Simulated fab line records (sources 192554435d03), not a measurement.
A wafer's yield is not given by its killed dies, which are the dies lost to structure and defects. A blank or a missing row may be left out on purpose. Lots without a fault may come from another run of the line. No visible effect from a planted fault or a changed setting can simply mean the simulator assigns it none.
Split-lot study	flow n5 finfet	21 wafers read from 7 lots, route of 1938 steps

ON THE SPLIT
At N5_BEOL_M13_EXPOSE_25 (exposes mask M13, target cd 210 nm), the setting dose mj was moved away from the recipe's 22 on 6 of the 21 wafers read, by -4.5% to +2.2%. All remaining wafers had this setting at the recipe value.

FROM THE SPLIT TO THE READING: what the file shows between them, 3 steps
- N5_BEOL_M13_PEB_26: peb time 90 s
- N5_BEOL_M13_DEVELOP_27: develop time 45 s
- N5_BEOL_M13_HARDBAKE_32: time 120 s

THE READING
At N5_BEOL_M13_CD_MEAS_28: cd nm in nanometres, against a target cd of 209.5 nm. A value of 210.1 nm with a standard deviation of 1.7 nm is what fault-free wafers of this fab line usually give.

wafer	tool, chamber at the split	dose mj as run	against the recipe	cd nm, nm	against lot-mates on the recipe
L074.1	krf scanner-01, 0	22.48	+2.2%	210.4	+1.9
L074.2	krf scanner-01, 0	22	recipe	208.5	-
L074.3	krf scanner-01, 0	22.48	+2.2%	210.7	+2.2
L083.2	krf scanner-01, 0	22	recipe	210.7	-
L083.3	krf scanner-01, 0	21.33	-3.0%	207.5	-3.2
L083.6	krf scanner-01, 0	21.33	-3.0%	205.8	-4.9
L090.3	krf scanner-01, 0	22	recipe	209.5	-
L090.4	krf scanner-01, 0	22	recipe	211.9	-
L090.5	krf scanner-01, 0	22	recipe	210.7	-
L092.1	krf scanner-02, 0	22	recipe	211.3	-
L092.2	krf scanner-02, 0	22	recipe	208.7	-
L092.3	krf scanner-02, 0	22	recipe	209.0	-
L089.1	krf scanner-01, 0	22	recipe	209.7	-
L089.2	krf scanner-01, 0	22	recipe	210.8	-
L089.3	krf scanner-01, 0	22	recipe	211.2	-
L093.3	krf scanner-01, 0	22	recipe	208.9	-
L093.4	krf scanner-01, 0	22	recipe	209.5	-
L093.5	krf scanner-01, 0	22	recipe	209.1	-
L095.4	krf scanner-01, 0	21.01	-4.5%	203.9	-6.7
L095.5	krf scanner-01, 0	21.01	-4.5%	205.7	-4.9
L095.6	krf scanner-01, 0	22	recipe	210.6	-

THE FIT
A straight line over all 21 wafers: cd nm changes by +0.975 nm for each +1% of dose mj; r = +0.84; the points scatter about the line by 1.1 nm.
The same after taking each lot's own level away (the mean of its wafers on the recipe; 21 wafers): +1.23 nm for each +1%; r = +0.94; scatter 0.8 nm.
On that fit, the largest move of dose mj shifts the reading by 5.6 nm.
The lots' own levels span 208.50 to 210.70 nm, that is 1.3 times the standard deviation above.
So the lot-to-lot level changes the slope: the two fits differ.
Check: for one of the wafers moved furthest among these (-4.5%), held out of the fit, the line's prediction against its lot-mates is -5.22 nm. Against them it came out at -6.7 nm.

THE OTHER SPLITS THESE WAFERS WENT THROUGH
Other splits were also applied to these wafers ahead of the reading. Each is held against what the fit with the lots' levels taken away leaves over:
other split on the same wafers	wafers away from the commonest value	r with cd nm (lot level and that fit taken away)
N5_BEOL_M11_EXPOSE_25 dose mj	6	+0.04
N5_BEOL_M13_COAT_65 spin rpm	9	+0.07

THE WHOLE CHAIN: every reading that the file lists as answering this split, in the file's order
step	what it does	reading	change (the file's fit)	r (the file's)
N5_BEOL_M13_CD_MEAS_28	target cd 209.5 nm	cd nm	+1.26 nm for each +1% of the setting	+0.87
N5_BEOL_M13_DESCUM_33	chemistry O2, time 7.9 s	BEOL_M13.cd nm (the simulator's own value, which no gauge read)	+1.26 nm for each +1% of the setting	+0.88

THE FILE'S OWN FIT
cd nm changes by +1.26 nm for each +1% of dose mj, r = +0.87.
